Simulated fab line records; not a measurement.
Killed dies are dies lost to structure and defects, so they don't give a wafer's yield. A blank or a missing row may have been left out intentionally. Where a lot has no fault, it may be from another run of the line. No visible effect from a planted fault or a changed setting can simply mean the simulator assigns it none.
Chamber matching    flow nand harc    NHARC_A_CHANNEL_FILL_D1_ETCHBACK_19 on rie si-06 has 4 sister chambers
The step etches the open film in HBr/Cl2, target depth 5 nm, time 1.7 s. 8 wafers are shown with their chamber, then 12 later ones without.

EACH WAFER AND ITS CHAMBER
wafer   chamber  oes product au (a.u.)  hbr flow sccm (sccm)
L074.5  1        0.993                  149.0
L080.2  1        0.987                  149.3
L088.1  2        0.996                  150.0
L088.2  0        1.006                  151.1
L088.4  3        1.004                  150.2
L087.1  2        0.986                  149.4
L087.2  3        1.003                  149.5
L087.3  0        1.000                  150.3

WAFERS WITH NO CHAMBER GIVEN
wafer   oes product au (a.u.)  hbr flow sccm (sccm)
L090.1  1.009                  149.6
L090.3  0.987                  149.9
L090.5  1.011                  150.0
L092.1  1.006                  149.5
L092.3  0.994                  149.9
L092.4  0.987                  149.7
L093.1  0.983                  149.3
L093.3  1.003                  150.4
L093.4  0.997                  150.3
L095.3  0.989                  150.0
L095.5  1.002                  149.5
L095.6  0.993                  149.6

THE CHAMBER EACH PASSED THROUGH
wafer   from the rows above                in truth
L090.1  can't be placed: 3 or 0            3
L090.3  can't be placed: 2 or 1            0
L090.5  can't be placed: 3 or 0            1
L092.1  can't be placed: 3 or 0            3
L092.3  can't be placed: 2 or 1 or 3 or 0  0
L092.4  can't be placed: 2 or 1            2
L093.1  can't be placed: 1 or 2            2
L093.3  can't be placed: 0 or 3            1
L093.4  can't be placed: 0 or 3 or 2 or 1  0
L095.3  can't be placed: 2 or 1            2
L095.5  can't be placed: 3 or 2 or 1 or 0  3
L095.6  can't be placed: 2 or 1 or 3       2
Correct placement for 0 of the 12. Cannot be placed on the basis of these rows: 12; the candidates contain the true chamber in 9. Number placed wrongly: 0.
How it was worked out, from the rows above alone: a wafer's distance from a chamber is the root of the sum, over the readings, of the square of ((its reading less the chamber's mean) divided by the reading's scatter). If the next closest chamber is less than 2 further off than the closest, the wafer can't be placed; otherwise it belongs to the closest. The mean given for a chamber averages the wafers shown for that chamber. How the scatter is found: for the shown wafers, subtract from each reading the mean of its chamber, square and add these, divide the total by (wafers less chambers), then take the root.
